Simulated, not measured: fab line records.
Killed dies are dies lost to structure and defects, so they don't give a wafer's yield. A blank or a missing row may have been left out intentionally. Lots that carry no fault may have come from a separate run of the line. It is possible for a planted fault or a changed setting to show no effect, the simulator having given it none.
Problem report in the 8D (eight disciplines) form, filled by code | flow n5-finfet | the parts of the form that need people (team, actions taken, sign-off) are left out

== 1. WHAT WENT WRONG ==
Wafers free of any fault read 21.81 ohm/sq (standard deviation 0.28) for RS_SD_N at N5_SD_ACTIVATION_RS_MEAS_03, against a mean of 23.50 ohm/sq on 6 wafers of 2 lots. That is +6.0 standard deviations from the usual mean.
The step: measures by four-point-probe.
Earliest sighting: wafer L957.2 on film-metro-02 at day 4 23:12. The record has a number at this step for 27 wafers belonging to 9 lots. Rule for "out" (also "out of limits"): further than 4 standard deviations from the usual mean. The other wafers with a number count as sound.

== 2. WHAT IT IS AND WHAT IT IS NOT ==
question                    | is                           | is not
which readings at this step | RS_SD_N                      | RS_SD_P
which lots                  | L957, L959                   | L954, L956, L963, L966, L969, L971, L972
which wafers of those lots  | all that have a number       | -
read on which gauges        | film-metro-01, film-metro-02 | -
when                        | from day 4 23:12             | up to then (6 sound wafers); but 15 sound wafers of L963, L966, L969, L971, L972 came after

== 3. SUSPECTS, AND WHAT RULES EACH OUT ==
Counting: a tool at a process step up to the reading stays a suspect if it ran every lot that is out and no sound lot after the first of them.
- the gauge at N5_SD_ACTIVATION_RS_MEAS_03 is ruled out. The wafers that are out were read on 2 gauges (film-metro-01, film-metro-02).
- epi-rpcvd-04 at N5_SD_EPI_N_EPI_21 (deposits Si:P, time 690 s): ruled out as a lasting fault. Following L957 (day 4 15:33), the first lot on it that is out, the sound lots L971 were run on it.
- rtp-anneal-01 at N5_SD_ACTIVATION_RTA_00 (time 0 s): ruled out as a lasting fault. Following L957 (day 4 22:47), the first lot on it that is out, the sound lots L963, L969, L971 were run on it.
Left after counting: nothing in the record.

== 4. THE CAUSE (what the simulator had put in) ==
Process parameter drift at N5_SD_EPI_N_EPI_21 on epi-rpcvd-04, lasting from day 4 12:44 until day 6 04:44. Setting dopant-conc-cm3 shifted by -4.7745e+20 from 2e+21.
The count ruled it out by mistake, since the rule takes a fault to strike every lot its tool runs from the start of the fault on, and this one did not do so.

== 5. SEQUENCE OF EFFECTS, ordered by route ==
One row per reading whose mean, taken over the struck wafers that have a number, lies over 3 standard deviations from the usual. Readings are gone through only where the record gives a usual standard deviation; hours: the median, over the lots, of the time from a lot's start at the first step in this table giving one to that lot's start at this step; sigmas: the change measured in usual standard deviations.
hours | step                        | reading    | usual        | on struck wafers | change | sigmas
0     | N5_SD_ACTIVATION_RS_MEAS_03 | RS_SD_N    | 21.81 ohm/sq | 23.50            | +1.69  | +6.0
140   | N5_BEOL_M4_RC_MEAS_101      | RC_DENSE_N | 18.8 ohm.um  | 20.4             | +1.6   | +4.2
140   | N5_BEOL_M4_RC_MEAS_101      | RC_N       | 15.4 ohm.um  | 16.7             | +1.3   | +4.2
140   | N5_BEOL_M4_RC_MEAS_101      | REXT_N     | 75.2 ohm.um  | 82.9             | +7.7   | +5.5
140   | N5_BEOL_M4_RC_MEAS_101      | RS_SD_N    | 28.2 ohm/sq  | 30.3             | +2.1   | +5.6
Later steps that measure or inspect, where all struck wafers having a row at the step show a number for every such reading and not one has moved that far: N5_ILD0_THK_MEAS_04.

== 6. WHAT WOULD HAVE CAUGHT IT SOONER ==
10 hours passed between the start of the fault at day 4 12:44 and the first reading out of limits at a measuring or inspecting step in this record, taken at day 4 23:12.
